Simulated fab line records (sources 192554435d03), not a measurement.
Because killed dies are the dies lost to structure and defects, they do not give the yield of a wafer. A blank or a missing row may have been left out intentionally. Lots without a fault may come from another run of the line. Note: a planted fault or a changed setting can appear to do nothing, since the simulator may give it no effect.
Problem report, 8D (eight disciplines) form, completed by code	flow n5_finfet	the parts of the form that need people (team, actions taken, sign-off) are left out

1. THE PROBLEM
N5_BEOL_M10_OCD_MEAS_38, trench_depth_nm: mean 218 nm over 1 wafer from 1 lot; wafers with no fault: 149 nm, standard deviation 3.5. Relative to the usual mean, that is a shift of +20 standard deviations.
The first sign was on wafer L519.2 at day 14 15:51, on ocd-02. Wafers with a number at this step in the record: 18, from 6 lots. By rule, "out" or "out of limits" means more than 4 standard deviations away from the usual mean. The other wafers with a number count as sound.

2. WHAT IT IS, WHAT IT ISN'T
question	is	is not
which readings at this step	trench_depth_nm	-
which lots	L519	L505, L517, L518, L527, L528
which wafers of those lots	L519.2	L519.3, L519.5
read on which gauges	ocd-02	ocd-01
when	from day 14 15:51	up to then (11 sound wafers); but 6 sound wafers of L527, L528 came after

3. SUSPECTS, AND WHAT RULES EACH OUT
Counting: if a tool at a process step up to the reading ran every lot that is out, it stays a suspect. Sound lots after the first of them don't rule it out here, since some wafers of a struck lot are sound.
- the gauge at N5_BEOL_M10_OCD_MEAS_38: ruled out. All the wafers that are out were read on ocd-02, but those of them that N5_BEOL_M10_THK_MEAS_53 has rows for are out there too, on other tools.
- rie_diel-01 at N5_BEOL_M10_DESCUM_33 (chemistry O2, time 7.9 s): kept. The lot that is out, L519, ran on it at day 14 15:21; the last sound lot it ran before that was L518, at day 14 14:53.
- rie_diel-01 at N5_BEOL_M10_ETCH_65 (etches SiARC in CF4, target depth 39 nm, time 65 s): kept. The lot that is out, L519, ran on it at day 14 15:23; the last sound lot it ran before that was L518, at day 14 14:55.
- rie_diel-01 at N5_BEOL_M10_VIA_ETCH_34 (etches SiCOH lowk in C4F6/O2, target depth 184.5 nm, time 69.2 s): kept. The lot that is out, L519, ran on it at day 14 15:34; the last sound lot it ran before that was L518, at day 14 15:06.
- rie_diel-01 at N5_BEOL_M10_TRENCH_ETCH_37 (etches SiCOH lowk in C4F6/O2, target depth 148.83 nm, time 48 s): kept. The lot that is out, L519, ran on it at day 14 15:40; the last sound lot it ran before that was L518, at day 14 15:12.
- At N5_BEOL_M10_DESCUM_33, inside rie_diel-01: chamber 3 took the wafers that are out, while their sound lot-mates went through chambers 1, 2.
- At N5_BEOL_M10_ETCH_65, inside rie_diel-01: chamber 3 took the wafers that are out, while their sound lot-mates went through chambers 1, 2.
- At N5_BEOL_M10_VIA_ETCH_34, inside rie_diel-01: chamber 3 took the wafers that are out, while their sound lot-mates went through chambers 1, 2.
- At N5_BEOL_M10_TRENCH_ETCH_37, inside rie_diel-01: chamber 3 took the wafers that are out, while their sound lot-mates went through chambers 1, 2.
Left after counting: rie_diel-01 at N5_BEOL_M10_DESCUM_33, rie_diel-01 at N5_BEOL_M10_ETCH_65, rie_diel-01 at N5_BEOL_M10_VIA_ETCH_34, rie_diel-01 at N5_BEOL_M10_TRENCH_ETCH_37.

4. THE CAUSE (what the simulator had put in)
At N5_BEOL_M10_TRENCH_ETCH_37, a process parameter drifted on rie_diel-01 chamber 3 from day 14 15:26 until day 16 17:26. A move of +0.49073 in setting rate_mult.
Counting leaves 4 suspects; this tool is one of them.

5. THE CHAIN OF EFFECTS, in route order
One row per reading whose mean, taken over the struck wafers that have a number, lies over 3 standard deviations from the usual. Scope: only readings with a usual standard deviation given in the record; hours: median across lots of the time from each lot's start at the first step in this table that gives one to its start at this step; sigmas: change in usual standard deviations.
hours	step	reading	usual	on struck wafers	change	sigmas
0	N5_BEOL_M10_OCD_MEAS_38	trench_depth_nm	149 nm	218	+69	+20
4	N5_BEOL_M10_THK_MEAS_53	M10_THK	140 nm	210	+70	+18
4	N5_BEOL_M10_RS_MEAS_57	M10_RS	0.151 ohm/sq	0.097	-0.054	-13
40	N5_BEOL_M15_RC_MEAS_101	SERP_M10	3.03 ohm/um	1.93	-1.10	-12
40	N5_BEOL_M15_RC_MEAS_101	SERP_M10_max_site	3.12 ohm/um	1.95	-1.17	-12

6. HOW IT WOULD HAVE BEEN CAUGHT EARLIER
0 hours passed between the start of the fault at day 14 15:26 and the first reading out of limits at a measuring or inspecting step in this record, taken at day 14 15:51.
An alarm limit of 4 standard deviations would not have fired on the tool readings at N5_BEOL_M10_TRENCH_ETCH_37 for which the record gives a usual standard deviation, since none of them was out on any struck wafer.
The start of N5_BEOL_M10_TRENCH_ETCH_37 on rie_diel-01 came by day 14 15:51 for every one of the lots that are out (1). None of them would have been spared by holding the tool at that moment.
